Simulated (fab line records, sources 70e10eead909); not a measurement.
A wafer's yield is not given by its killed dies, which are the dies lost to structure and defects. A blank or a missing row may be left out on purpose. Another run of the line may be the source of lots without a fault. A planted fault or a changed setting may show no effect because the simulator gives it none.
fab line records	flow nandHarc
record lots=6	wafers=18	lastDay=24
route steps=1159 shown A_WL_FILL@822 A_CONTACT@842 END@1159
lots with no fault: from the same line, run without faults
startH: hours from the record's opening day to when the first of the lot's shown wafers began	waitH: time in hours since the lot's previous step	" the same as in the row above	L1.1+2: several wafers, shown together as one row	- no value, or no start given	* or withheld: withheld	< > ~ a bound
route shown NAME@n: names a module that has steps shown in the file, with the first one's number in the route	usual: mean and standard deviation over wafers with no fault	same: alike in all rows	chamber/n: place in a boat	sites: readings site by site	_std_site: their standard deviation	_edge_site: outer sites' mean less inner sites'	radiusMm: for every site, how far away it sits from the centre of the wafer	mask NAME#n: copy n	behind: tool/chamber where the wafer was last shaped	hold: cause of the lot's hold/its duration in hours/its outcome	device: names the non-switching transistor (n, p or np)	end of line: at the end of the route, the tests of the same wafers	where a step has no rows: the recipe by itself	killed: not the wafer's yield, but the dies lost to structure and defects at the first sort	map: the dies of a wafer, with x for killed, . for not killed, _ for no die there
set.NAME: the run value of the setting; set.NAME@STEP: its run value at that earlier step	model.NAME: the simulator's own value behind a step, which no gauge read
lots at some steps of the route; a table a step, a row a wafer
services: when a tool's chamber went out of use (startH, in hours from the record's first day, below 0 if earlier), for how many hours, and the reason
## steps
# step NHARC_A_WL_FILL_ALD_10
# recipe targetThkA=500	pulseTimeS=10	aldCycles=500	tempC=300	material=SiO2
# step NHARC_A_WL_FILL_ETCHBACK_16
# recipe targetDepthA=880	timeS=17.6	c4f8FlowSccm=withheld	o2FlowSccm=8	arFlowSccm=withheld	rfW=600	biasW=800	chemistry=C4F8/O2/Ar
# step NHARC_A_WL_FILL_STRIP_29
# recipe timeS=20	o2FlowSccm=500	arFlowSccm=0	biasW=0	chemistry=O2
# usual drypumpMotorCurrentA=5.8/0.4	o2FlowSccm=500.1/1.5	oesProductAu=1.002/0.0077	rfVppV=57.6/0.94	showerheadPlenumPTorr=3.48/0.13	throttleValvePct=17.036/0.0084
lot.wafer	tool	chamber	startH	waitH	drypumpMotorCurrentA	o2FlowSccm	oesProductAu	rfHoursCounterH	rfVppV	showerheadPlenumPTorr	throttleValvePct
L398.2	rieDiel-03	1	369.19	0.1	5.7	498.9	1.023	6.1	58.3	3.31	17.038
L398.3	"	2	"	"	6.1	502.5	0.999	6.2	58.5	3.62	17.055
L398.5	"	0	"	"	5.4	501.8	1.004	-	58.1	3.58	17.047
L401.3	rieDiel-12	2	370.16	0.1	5.7	500.8	0.997	4.6	56.0	3.32	17.044
L401.1	"	3	"	"	5.9	502.7	1.009	4.4	57.6	3.55	17.044
L401.4	"	0	"	"	6.0	498.8	0.993	4.3	56.5	3.62	17.036
L411.4	rieDiel-03	0	445.95	0.1	5.4	500.3	1.013	1.4	57.1	3.58	17.032
L411.2	"	3	"	"	6.3	500.1	1.003	1.4	56.7	3.43	17.030
L411.5	"	0	"	"	5.3	501.6	1.011	-	57.4	3.58	17.045
L409.2	rieDiel-10	3	446.02	0.1	5.6	502.8	1.001	6.1	56.4	3.33	17.034
L409.3	"	1	"	"	6.4	498.6	1.005	5.7	58.2	3.60	17.028
L409.5	"	3	"	"	5.6	498.6	0.996	-	57.5	3.33	17.035
L418.1	rieDiel-03	1	481.97	0.1	5.8	499.1	1.005	2.5	56.8	3.31	17.038
L418.5	"	1	"	"	5.7	496.4	1.003	-	57.8	3.31	17.038
L418.6	"	2	"	"	6.1	499.6	0.987	-	59.5	3.62	17.041
L417.3	rieDiel-10	1	484.09	0.1	6.4	503.2	0.998	8.2	57.7	3.60	17.030
L417.6	"	1	"	"	6.4	503.9	0.995	-	58.6	3.60	17.032
L417.5	"	2	"	"	4.8	501.1	0.996	-	57.7	3.64	17.048
# step NHARC_A_WL_FILL_ETCHBACK_17
# recipe targetDepthA=40	timeS=26.7	chemistry=Cl2/BCl3
# usual drypumpMotorCurrentA=5.6/0.54	oesProductAu=1.000/0.0071
lot.wafer	tool	chamber	startH	waitH	drypumpMotorCurrentA	oesProductAu	rfHoursCounterH
L398.2	rieMetal-01	1	369.30	-	5.9	1.008	1.0
L398.3	"	1	"	"	5.9	0.998	-
L398.5	"	0	"	"	5.8	1.004	-
L401.1	rieMetal-02	1	370.27	-	4.9	0.991	5.5
L401.3	"	0	"	"	5.5	0.984	-
L401.4	"	1	"	"	4.9	0.991	-
L411.2	rieMetal-02	1	446.03	-	4.9	1.009	1.5
L411.4	"	0	"	"	5.5	0.999	-
L411.5	"	0	"	"	5.5	1.005	-
L409.2	rieMetal-03	1	446.11	-	5.2	1.001	5.9
L409.3	"	1	"	"	5.2	1.010	-
L409.5	"	1	"	"	5.2	1.013	-
L418.1	rieMetal-03	1	482.06	-	5.1	1.012	0.3
L418.5	"	1	"	"	5.2	1.006	-
L418.6	"	0	"	"	6.5	1.000	-
L417.3	rieMetal-03	0	484.25	-	6.5	0.996	-
L417.5	"	1	"	"	5.2	0.994	-
L417.6	"	0	"	"	6.5	0.998	-
# step NHARC_A_WL_FILL_PRECLEAN_18
# recipe timeS=30	chemistry=dHF
# step NHARC_A_WL_FILL_SRD_21
# step NHARC_A_WL_FILL_CVD_23
# recipe targetThkA=400	tempC=620	pressureMtorr=200	timeS=800	material=poly-Si
# step NHARC_A_WL_FILL_ETCHBACK_26
# recipe targetDepthA=520	timeS=13.3	hbrFlowSccm=150	rfW=350	icpW=350	biasW=60	chemistry=HBr
# usual drypumpMotorCurrentA=5.7/0.45	oesProductAu=1.005/0.0082	throttleValvePct=23.266/0.0089
lot.wafer	tool	chamber	startH	waitH	drypumpMotorCurrentA	oesProductAu	rfHoursCounterH	throttleValvePct
L401.1	rieSi-05	3	374.33	0.4	5.5	0.994	1.1	23.268
L401.4	"	1	"	"	5.7	1.006	1.1	23.275
L401.3	"	2	"	"	5.3	0.992	1.1	23.271
L398.2	rieSi-04	0	374.34	0.4	5.7	1.014	0.7	23.262
L398.3	"	2	"	"	6.5	1.000	0.6	23.260
L398.5	"	0	"	"	5.7	1.009	-	23.263
L409.2	rieSi-03	1	451.41	0.4	5.8	1.008	0.9	23.248
L409.3	"	2	"	"	5.2	1.000	0.7	23.266
L409.5	"	2	"	"	5.1	0.998	-	23.259
L411.2	rieSi-04	3	451.42	0.4	6.0	1.025	1.1	23.269
L411.4	"	0	"	"	5.7	1.007	1.2	23.273
L411.5	"	2	"	"	6.5	1.003	-	23.279
L418.1	rieSi-03	0	487.47	0.4	5.6	1.016	1.1	23.257
L418.6	"	3	"	"	5.8	1.008	-	23.265
L418.5	"	1	"	"	5.8	1.010	-	23.268
L417.3	rieSi-04	0	487.49	0.4	5.7	1.010	0.1	23.276
L417.6	"	1	"	"	4.9	1.014	-	23.270
L417.5	"	2	"	"	6.5	0.998	-	23.268
# step NHARC_A_WL_FILL_PRECLEAN_30
# recipe timeS=10	chemistry=dHF
# step NHARC_A_WL_FILL_SRD_14
# step NHARC_A_WL_FILL_ALD_19
# recipe targetThkA=20	pulseTimeS=3	aldCycles=100	tempC=450	material=TiN
# step NHARC_A_WL_FILL_CVD_20
# recipe targetThkA=750	tempC=300	pressureTorr=40	wf6FlowSccm=40	h2FlowSccm=1600	arFlowSccm=1560	timeS=5064	material=W
# step NHARC_A_WL_FILL_CMP_12
# recipe tOverpolishS=30	targetThkNm=75
# usual motorCurrentA=12.3/1.3	overpolishRunS=30.001/0.0086	slurryFilterDpKPa=13.49/0.12	timeToEndpointS=14.9/2
lot.wafer	tool	chamber	startH	waitH	motorCurrentA	overpolishRunS	slurryFilterDpKPa	timeToEndpointS
L401.3	cmp-01	1	381.73	2.2	15.2	29.994	13.40	15.1
L401.4	"	2	"	"	11.8	30.006	13.57	15.8
L401.1	"	0	"	"	13.1	30.001	13.70	14.4
L398.2	cmp-01	3	382.02	4.3	11.2	30.003	13.73	16.1
L398.3	"	0	"	"	13.3	30.000	13.53	17.3
L398.5	"	0	"	"	13.0	29.992	13.65	17.2
L409.2	cmp-01	2	456.94	4.3	12.5	30.003	13.49	18.0
L409.3	"	1	"	"	14.2	30.019	13.41	16.1
L409.5	"	2	"	"	12.0	30.008	13.58	18.7
L411.4	cmp-01	3	458.55	2.2	11.5	30.022	13.51	13.9
L411.2	"	1	"	"	15.3	29.994	13.51	13.1
L411.5	"	3	"	"	12.5	29.996	13.76	15.0
L417.3	cmp-03	1	494.68	2.9	11.3	30.005	13.28	16.2
L417.5	"	0	"	"	10.9	29.993	13.72	16.1
L417.6	"	1	"	"	11.6	29.999	13.52	15.7
L418.1	cmp-02	3	495.09	4.4	10.9	30.011	13.56	15.1
L418.5	"	1	"	"	12.3	30.011	13.59	14.1
L418.6	"	2	"	"	10.5	29.995	13.25	14.4
# step NHARC_A_WL_FILL_SRD_31
# step NHARC_A_WL_FILL_INSPECT_15
# usual rawDefectCount=406/130
lot.wafer	tool	chamber	startH	waitH	hold	rawDefectCount
L401.1	defectInspect-01	-	382.22	0.0	-	370
L401.3	"	-	"	"	-	342
L401.4	"	-	"	"	-	455
L398.2	defectInspect-02	-	382.49	0.0	-	346
L398.3	"	-	"	"	-	532
L398.5	"	-	"	"	-	501
L409.2	defectInspect-01	-	457.41	0.0	awaitDispo/0.2h/release	1344
L409.3	"	-	"	"	awaitDispo/0.2h/release	1476
L409.5	"	-	"	"	awaitDispo/0.2h/release	1431
L409.2	defectInspect-01	-	457.58	0.2	-	1345
L409.3	"	-	"	"	-	1478
L409.5	"	-	"	"	-	1428
L411.2	defectInspect-01	-	459.01	0.0	awaitDispo/0.2h/release	1566
L411.4	"	-	"	"	awaitDispo/0.2h/release	1445
L411.5	"	-	"	"	awaitDispo/0.2h/release	1556
L411.2	defectInspect-01	-	459.18	0.2	-	1555
L411.4	"	-	"	"	-	1418
L411.5	"	-	"	"	-	1558
L417.3	defectInspect-02	-	495.12	0.0	-	259
L417.5	"	-	"	"	-	340
L417.6	"	-	"	"	-	327
L418.1	defectInspect-01	-	495.52	0.0	-	543
L418.5	"	-	"	"	-	425
L418.6	"	-	"	"	-	500
# step NHARC_A_CONTACT_DEP_28
# recipe targetThkA=36000	tempC=400	material=aC
# usual throttleValvePct=34.999/0.0089
lot.wafer	tool	chamber	startH	waitH	throttleValvePct
L401.1	aclDep-02	0	383.20	0.3	34.995
L401.3	"	0	"	"	35.005
L401.4	"	0	"	"	35.007
L398.2	aclDep-01	0	383.85	0.6	35.014
L398.3	"	0	"	"	35.007
L398.5	"	0	"	"	34.987
L409.2	aclDep-03	0	461.95	0.4	34.998
L409.3	"	0	"	"	34.994
L409.5	"	0	"	"	34.985
L411.2	aclDep-02	0	466.88	0.6	34.998
L411.4	"	0	"	"	35.002
L411.5	"	0	"	"	35.018
L418.1	aclDep-03	0	496.20	0.1	35.002
L418.5	"	0	497.67	1.5	34.995
L418.6	"	0	"	"	34.993
L417.3	aclDep-01	0	496.54	0.8	34.984
L417.5	"	0	"	"	35.003
L417.6	"	0	"	"	34.996
# step NHARC_A_CONTACT_DEP_29
# recipe targetThkA=700	targetThkNm=70	tempC=400	pressureTorr=3.5	flowSccm=200	rfW=350	material=SiON
# usual heaterPowerW=740/100
lot.wafer	tool	chamber	startH	waitH	heaterPowerW
L401.3	pecvd-03	2	385.42	1.1	615
L401.1	"	1	"	"	754
L401.4	"	0	"	"	659
L398.2	pecvd-01	2	385.70	1.5	658
L398.3	"	1	"	"	842
L398.5	"	1	"	"	856
L409.3	pecvd-03	1	463.84	1.1	757
L409.2	"	0	"	"	650
L409.5	"	1	"	"	755
L411.2	pecvd-04	0	468.74	1.5	743
L411.5	"	2	"	"	895
L411.4	"	0	"	"	734
L417.3	pecvd-03	0	498.04	1.1	692
L417.6	"	0	"	"	674
L417.5	"	1	"	"	741
L418.1	pecvd-04	1	498.42	1.9	936
L418.6	"	1	"	"	944
L418.5	"	0	"	"	812
# step NHARC_A_CONTACT_DEHYDRATE_32
# recipe tempC=150	timeS=120
# step NHARC_A_CONTACT_HMDS_33
# recipe timeS=30
# step NHARC_A_CONTACT_COAT_34
# recipe tempC=260	timeS=75
# step NHARC_A_CONTACT_COAT_35
# recipe tempC=225	timeS=65
# step NHARC_A_CONTACT_COAT_36
# recipe spinRpm=1500	resistThkNm=90
# step NHARC_A_CONTACT_SOFTBAKE_37
# recipe tempC=105	timeS=55
# step NHARC_A_CONTACT_EBR_38
# step NHARC_A_CONTACT_EXPOSE_39
# recipe na=1.35	sigmaOuter=0.8	doseMj=58.79	maskId=A_CC_3
# step NHARC_A_CONTACT_PEB_40
# recipe pebTempC=100	pebTimeS=65
# step NHARC_A_CONTACT_DEVELOP_41
# recipe developTimeS=35	devTempC=23
# step NHARC_A_CONTACT_CD_MEAS_42
# recipe targetCdNm=200	landingEnergyEv=500
# usual cdNm=199.8/0.47
lot.wafer	tool	chamber	startH	waitH	cdNm
L401.1	cdSem-03	0	386.01	-	199.5
L401.3	"	0	"	"	198.9
L401.4	"	0	"	"	199.3
L398.2	cdSem-01	0	386.43	-	200.1
L398.3	"	0	"	"	199.6
L398.5	"	0	"	"	200.3
L409.2	cdSem-01	0	464.44	-	199.0
L409.3	"	0	"	"	199.9
L409.5	"	0	"	"	199.8
L411.2	cdSem-03	0	469.31	-	200.1
L411.4	"	0	"	"	199.5
L411.5	"	0	"	"	200.0
L417.3	cdSem-03	0	498.76	-	199.5
L417.5	"	0	"	"	199.3
L417.6	"	0	"	"	199.6
L418.1	cdSem-01	0	499.15	-	200.2
L418.5	"	0	"	"	199.5
L418.6	"	0	"	"	200.0
# step NHARC_A_CONTACT_OVL_MEAS_43
# usual overlayXNm=0.2/0.56	overlayYNm=-0.1/0.76
lot.wafer	tool	chamber	startH	waitH	overlayXNm	overlayYNm
L401.1	overlay-02	-	386.10	-	0.3	-0.5
L401.3	"	-	"	"	0.2	-0.5
L401.4	"	-	"	"	0.3	-0.4
L398.2	overlay-02	-	386.52	-	0.7	-1.8
L398.3	"	-	"	"	0.4	-1.6
L398.5	"	-	"	"	0.6	-1.5
L409.2	overlay-02	-	464.53	-	1.3	-1.0
L409.3	"	-	"	"	0.5	-1.1
L409.5	"	-	"	"	0.4	-1.2
L411.2	overlay-01	-	469.40	-	0.7	0.6
L411.4	"	-	"	"	1.2	-0.3
L411.5	"	-	"	"	0.3	-0.2
L417.3	overlay-01	-	498.84	-	-0.4	-0.7
L417.5	"	-	"	"	0.1	-0.9
L417.6	"	-	"	"	-0.7	-0.7
L418.1	overlay-02	-	499.25	-	0.1	0.2
L418.5	"	-	"	"	0.8	0.0
L418.6	"	-	"	"	-0.2	-0.1
# step NHARC_END_SORT_01
# recipe tempC=25
# usual defectLimitedYield=95.6/1.3	killedAtArray=26/8.6	killedAtOther=0.7/0.97	killedAtPeriphery=3.2/2.2	killedDies=30/8.9	killedOpen=3.1/1.8	killedShort=2.2/1.8	sort_bin_2_pct=1.4/0.58	sort_bin_3_pct=0.24/0.18	sort_bin_4_pct=2.8/0.9	sortNPass=647/8.9	sortRimYieldPct=95.5/2.5	sortYieldPct=95.6/1.3
# same grossDies=677	sort_bin_5_pct[%]=0	sort_bin_6_pct[%]=0	sort_bin_7_pct[%]=0	sort_bin_8_pct[%]=0	sortRimNGross=106.00
lot.wafer	tool	chamber	startH	waitH	defectLimitedYield[%]	killedAtArray	killedAtOther	killedAtPeriphery	killedDies	killedOpen	killedShort	sort_bin_2_pct[%]	sort_bin_3_pct[%]	sort_bin_4_pct[%]	sortNPass	sortRimYieldPct[%]	sortYieldPct[%]
L401.1	prober-01	0	458.32	2.5	97.5	15	0	2	17	1	5	0.4	0.30	1.8	660	99.1	97.5
L401.3	prober-01	0	459.92	3.1	97.5	10	4	3	17	2	4	0.4	0.15	1.9	660	97.2	97.5
L401.4	prober-01	0	460.72	3.4	97.5	13	1	3	17	3	1	0.7	0	1.8	660	97.2	97.5
L398.2	prober-02	0	473.07	2.8	95.3	25	0	7	32	5	4	1.0	0.30	3.4	645	94.3	95.3
L398.3	prober-02	0	473.86	3.1	95.6	23	2	5	30	3	2	1.0	0.15	3.2	647	96.2	95.6
L398.5	prober-02	0	475.45	3.7	95.4	26	0	5	31	4	1	1.6	0.15	2.8	646	93.4	95.4
L417.3	prober-01	0	569.28	3.1	96.8	14	0	8	22	3	2	0.9	0.30	2.1	655	97.2	96.8
L417.5	prober-01	0	570.89	3.7	96.8	14	1	7	22	3	0	1.2	0.15	1.9	655	96.2	96.8
L417.6	prober-01	0	571.69	4.0	95.0	25	0	9	34	4	0	0.9	0.44	3.7	643	96.2	95.0
L418.1	prober-02	0	571.62	2.5	97.0	18	1	1	20	2	2	1.2	0	1.8	657	97.2	97.0
L418.5	prober-02	0	574.85	3.7	96.6	21	1	1	23	3	4	0.6	0.15	2.7	654	96.2	96.6
L418.6	prober-02	0	575.66	4.0	97.2	16	0	3	19	3	3	0.7	0.30	1.8	658	97.2	97.2
# killed by level:class
L401.1 A_STAIRCASE:chamberFilmFlake=5 A_ONON_D1:geometricParticle:short=3 A_CHANNEL_HOLE_D1:chamberFilmFlake=3 A_CHANNEL_FILL_D1:geometricParticle:short=2 A_CONTACT:chamberFilmFlake=2 P_M0:geometricParticle:open=1 P_CONTACT:chamberFilmFlake=1
L401.3 THIN_TSV:chamberFilmFlake=4 A_CHANNEL_HOLE_D1:chamberFilmFlake=3 A_ONON_D1:geometricParticle:open=2 A_STAIRCASE:chamberFilmFlake=2 P_GATE:geometricParticle:short=1 P_M0:geometricParticle:short=1 A_ONON_D1:geometricParticle:short=1 A_SGD_CUT:geometricParticle:short=1
L401.4 A_STAIRCASE:chamberFilmFlake=5 P_ZERO_WELL:chamberFilmFlake=2 A_CHANNEL_HOLE_D1:chamberFilmFlake=2 A_CONTACT:chamberFilmFlake=2 P_M0:geometricParticle:open=1 A_ONON_D1:geometricParticle:open=1 A_WL_FILL:geometricParticle:open=1 A_WL_FILL:geometricParticle:short=1
L398.2 A_SLIT:chamberFilmFlake=10 P_ZERO_WELL:chamberFilmFlake=4 A_STAIRCASE:chamberFilmFlake=4 A_WL_FILL:geometricParticle:short=3 A_CHANNEL_HOLE_D1:chamberFilmFlake=2 P_GATE:geometricParticle:open=1 P_M0:geometricParticle:open=1 P_BONDPAD:geometricParticle:open=1
L398.3 A_SLIT:chamberFilmFlake=9 A_WL_FILL:chamberFilmFlake=5 P_ZERO_WELL:chamberFilmFlake=2 A_CHANNEL_HOLE_D1:chamberFilmFlake=2 A_STAIRCASE:chamberFilmFlake=2 A_CONTACT:chamberFilmFlake=2 P_GATE:geometricParticle:open=1 P_GATE:geometricParticle:short=1
L398.5 A_SLIT:chamberFilmFlake=8 A_STAIRCASE:chamberFilmFlake=5 P_ZERO_WELL:chamberFilmFlake=4 A_CHANNEL_HOLE_D1:chamberFilmFlake=4 A_WL_FILL:chamberFilmFlake=3 A_ZERO_WELL:chamberFilmFlake=2 P_CONTACT:geometricParticle:open=1 A_CHANNEL_FILL_D1:geometricParticle:open=1
L417.3 A_CHANNEL_HOLE_D1:chamberFilmFlake=6 P_M0:chamberFilmFlake=4 A_CONTACT:chamberFilmFlake=4 A_WL_FILL:chamberFilmFlake=2 P_STI:geometricParticle:open=1 P_GATE:geometricParticle:short=1 P_M2:geometricParticle:short=1 P_M2:geometricParticle:open=1
L417.5 A_CHANNEL_HOLE_D1:chamberFilmFlake=5 P_M0:chamberFilmFlake=4 A_CONTACT:chamberFilmFlake=3 P_GATE:chamberFilmFlake=2 A_SLIT:chamberFilmFlake=2 P_M1:geometricParticle:open=1 A_SGD_CUT:geometricParticle:open=1 A_M0:geometricParticle:open=1
L418.1 A_CHANNEL_HOLE_D1:chamberFilmFlake=10 A_CHANNEL_FILL_D1:geometricParticle:short=2 A_WL_FILL:chamberFilmFlake=2 A_SOURCE_PLATE:geometricParticle:open=1 A_CHANNEL_FILL_D1:geometricParticle:open=1 P_GATE:chamberFilmFlake=1 A_SGD_CUT:chamberFilmFlake=1 A_CONTACT:chamberFilmFlake=1
L417.6 A_CHANNEL_HOLE_D1:chamberFilmFlake=10 P_M0:chamberFilmFlake=8 A_WL_FILL:chamberFilmFlake=4 A_M0:chamberFilmFlake=4 P_CONTACT:geometricParticle:open=1 A_ONON_D1:geometricParticle:open=1 A_CONTACT:geometricParticle:open=1 A_BLC:geometricParticle:open=1
L418.5 A_CHANNEL_HOLE_D1:chamberFilmFlake=9 A_WL_FILL:chamberFilmFlake=4 A_CHANNEL_HOLE_D1:geometricParticle:short=1 A_CHANNEL_FILL_D1:geometricParticle:short=1 A_CHANNEL_FILL_D1:geometricParticle:open=1 A_WL_FILL:geometricParticle:short=1 A_CONTACT:geometricParticle:short=1 A_M1:geometricParticle:open=1
L418.6 A_CHANNEL_HOLE_D1:chamberFilmFlake=9 A_CONTACT:chamberFilmFlake=3 A_CHANNEL_FILL_D1:geometricParticle:open=2 P_M1:geometricParticle:short=1 P_M2:geometricParticle:open=1 A_SOURCE_PLATE:geometricParticle:short=1 A_ONON_D1:geometricParticle:short=1 P_STI:chamberFilmFlake=1
## services
tool	chamber	startH	hours	kind
rieDiel-03	3	350.89	9.4	repair
aclDep-02	-	352.69	13.0	pm
rieDiel-10	-	353.50	9.0	pm
rieDiel-03	2	355.52	1.6	repair
cmp-01	-	363.92	5.2	repair
pecvd-03	-	369.29	0.4	repair
cmp-01	-	375.51	4.0	pm
cmp-01	-	384.66	6.4	repair
pecvd-04	-	386.99	13.0	pm
rieMetal-02	-	388.00	9.0	pm
rieDiel-03	-	392.33	9.0	pm
rieSi-03	0	394.60	2.7	repair
cmp-01	-	401.00	1.9	repair
rieDiel-03	-	402.13	0.8	repair
pecvd-03	-	402.28	0.4	repair
aclDep-03	-	405.31	13.0	pm
rieSi-03	2	424.36	6.6	repair
rieSi-03	3	438.94	6.0	repair
cmp-01	-	448.42	0.7	repair
rieDiel-03	2	449.20	11.8	repair
rieMetal-03	-	453.00	9.0	pm
rieSi-04	-	453.00	9.0	pm
pecvd-03	-	473.14	13.0	pm
cmp-01	-	473.51	4.0	pm
## key
firstSign step=NHARC_A_WL_FILL_INSPECT_15	reading=visit	direction=added
effect step=NHARC_A_WL_FILL_INSPECT_15	reading=rawDefectCount	direction=up	sigmas=8.4	usual=406	struck=1470
metAt NHARC_A_WL_FILL_CMP_12
struckWafers L409.2,L409.3,L409.5,L411.2,L411.4,L411.5
scrappedBehind NHARC_A_CONTACT_INSPECT_44 L409.2,L409.3,L409.5,L411.2,L411.4,L411.5
onsetBetween 382.02 456.94
fault kind=chamberParticleSource	tool=cmp-01	chamber=-	onsetH=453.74	steps=NHARC_A_WL_FILL_CMP_12	ratePerVisitCm2=1.6332	endH=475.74
